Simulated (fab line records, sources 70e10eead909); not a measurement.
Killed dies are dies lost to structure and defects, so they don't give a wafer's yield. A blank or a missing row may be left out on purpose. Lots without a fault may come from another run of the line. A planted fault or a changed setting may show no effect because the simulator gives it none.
Chamber matching | flow nand_harc | NHARC_A_STAIRCASE_DEP_301 on pecvd-02: 3 sister chambers
The step deposits SiON, target thk 30 nm. 24 wafers are shown with their chamber, then 12 later ones without.

WAFERS WITH THEIR CHAMBER
wafer  | chamber | heater_power_w (W)
L074.1 | 2       | 697
L074.5 | 2       | 708
L074.6 | 0       | 799
L077.1 | 2       | 769
L077.4 | 0       | 868
L077.6 | 1       | 705
L078.1 | 0       | 842
L078.4 | 2       | 681
L078.5 | 1       | 815
L081.2 | 2       | 779
L081.3 | 1       | 805
L081.4 | 2       | 765
L082.2 | 1       | 769
L082.4 | 0       | 752
L082.6 | 1       | 794
L080.1 | 2       | 776
L080.2 | 0       | 739
L080.4 | 0       | 720
L088.2 | 2       | 755
L088.5 | 1       | 672
L088.6 | 2       | 775
L085.4 | 1       | 812
L085.5 | 0       | 825
L085.6 | 2       | 656

SIGNATURES (means of the wafers above)
reading        | chamber 0 | chamber 1 | chamber 2 | scatter within a chamber
heater_power_w | 792.14    | 767.43    | 736.10    | 52.3
Rule: a wafer's distance from a chamber is the root of the sum, over the readings, of the square of ((its reading less the chamber's mean) divided by the reading's scatter). The wafer belongs to the nearest chamber; if the next one is less than 2 further off, it can't be placed. The scatter: the root of (the sum of the squares of (reading less its chamber's mean) over the shown wafers, divided by (wafers less chambers)).

WAFERS WITHOUT THEIR CHAMBER
wafer  | heater_power_w (W)
L090.1 | 732
L090.2 | 650
L090.5 | 654
L092.2 | 792
L092.5 | 738
L092.6 | 680
L094.1 | 813
L094.5 | 700
L094.6 | 814
L095.1 | 785
L095.2 | 791
L095.6 | 798

WHICH CHAMBER EACH WENT THROUGH
wafer  | from the rows above          | in truth
L090.1 | can't be placed: 2 or 1 or 0 | 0
L090.2 | can't be placed: 2 or 1 or 0 | 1
L090.5 | can't be placed: 2 or 1 or 0 | 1
L092.2 | can't be placed: 0 or 1 or 2 | 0
L092.5 | can't be placed: 2 or 1 or 0 | 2
L092.6 | can't be placed: 2 or 1 or 0 | 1
L094.1 | can't be placed: 0 or 1 or 2 | 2
L094.5 | can't be placed: 2 or 1 or 0 | 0
L094.6 | can't be placed: 0 or 1 or 2 | 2
L095.1 | can't be placed: 0 or 1 or 2 | 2
L095.2 | can't be placed: 0 or 1 or 2 | 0
L095.6 | can't be placed: 0 or 1 or 2 | 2
Placed correctly: 0 of 12. Can't be placed from these rows: 12 (the true chamber is among the candidates in 12). Placed wrongly: 0.
